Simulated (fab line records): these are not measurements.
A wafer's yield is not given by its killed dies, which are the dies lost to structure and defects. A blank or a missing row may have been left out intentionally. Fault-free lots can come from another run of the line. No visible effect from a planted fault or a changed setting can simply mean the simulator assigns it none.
Matching of chambers	flow n5-finfet	N5_BEOL_M12_DESCUM_33 on rie-diel-05: 4 sister chambers
The step chemistry O2, time 7.9 s. 20 wafers are shown with their chamber, then 10 later ones without.

WAFERS PAIRED WITH THEIR CHAMBERS
wafer	chamber	showerhead-plenum-p-Torr (Torr)	drypump-motor-current-A (A)	oes-product-au (a.u.)
L074.1	1	2.06	5.0	0.71
L074.2	3	2.13	6.2	0.69
L074.5	1	2.06	5.0	0.70
L076.1	1	2.06	5.0	0.70
L076.2	2	2.24	6.0	1.00
L076.4	1	2.06	5.0	0.71
L075.1	1	2.06	5.0	0.71
L075.2	3	2.12	6.1	0.69
L075.3	2	2.24	5.9	1.00
L078.2	3	2.12	6.1	0.68
L078.3	2	2.23	6.0	0.97
L078.6	3	2.12	6.2	0.69
L084.1	0	2.24	5.9	0.95
L084.2	1	2.06	5.0	0.68
L084.6	1	2.06	5.0	0.68
L082.1	0	2.24	5.8	0.95
L082.2	1	2.06	5.0	0.69
L082.6	1	2.06	5.0	0.68
L085.1	0	2.24	5.9	0.93
L085.5	2	2.23	6.0	0.92

SIGNATURES, as means of the wafers listed above
reading	chamber 0	chamber 1	chamber 2	chamber 3	scatter within a chamber
showerhead-plenum-p-Torr	2.2400	2.0600	2.2350	2.1225	0.00331
drypump-motor-current-A	5.867	5.000	5.975	6.150	0.0389
oes-product-au	0.9433	0.6956	0.9725	0.6875	0.0194
Rule: a wafer lies at a distance from a chamber equal to the root of the sum of squares, over the readings, of (its reading less the chamber's mean, divided by the reading's scatter). If the next closest chamber is less than 2 further off than the closest, the wafer can't be placed; otherwise it belongs to the closest. The scatter is the square root of a quotient: the sum, over the shown wafers, of each reading's squared deviation from its chamber's mean, divided by wafers minus chambers.

WAFERS MISSING THEIR CHAMBER
wafer	showerhead-plenum-p-Torr (Torr)	drypump-motor-current-A (A)	oes-product-au (a.u.)
L085.6	2.05	5.0	0.68
L088.1	2.22	6.0	0.90
L088.4	2.22	5.9	0.90
L088.5	2.23	5.8	0.90
L092.2	2.22	6.0	0.89
L092.4	2.23	5.8	0.88
L092.6	2.22	5.9	0.89
L096.1	2.22	5.9	0.87
L096.4	2.23	5.9	0.87
L096.6	2.22	6.0	0.88

CHAMBER TAKEN BY EACH
wafer	from the rows above	in truth
L085.6	1	1
L088.1	can't be placed: 2 or 0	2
L088.4	can't be placed: 2 or 0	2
L088.5	can't be placed: 0 or 2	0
L092.2	can't be placed: 2 or 0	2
L092.4	can't be placed: 0 or 2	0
L092.6	can't be placed: 2 or 0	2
L096.1	can't be placed: 0 or 2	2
L096.4	can't be placed: 0 or 2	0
L096.6	can't be placed: 2 or 0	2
1 of 10 placed correctly. Unplaceable from these rows: 9, with the true chamber sitting among the candidates in 9. Number placed wrongly: 0.
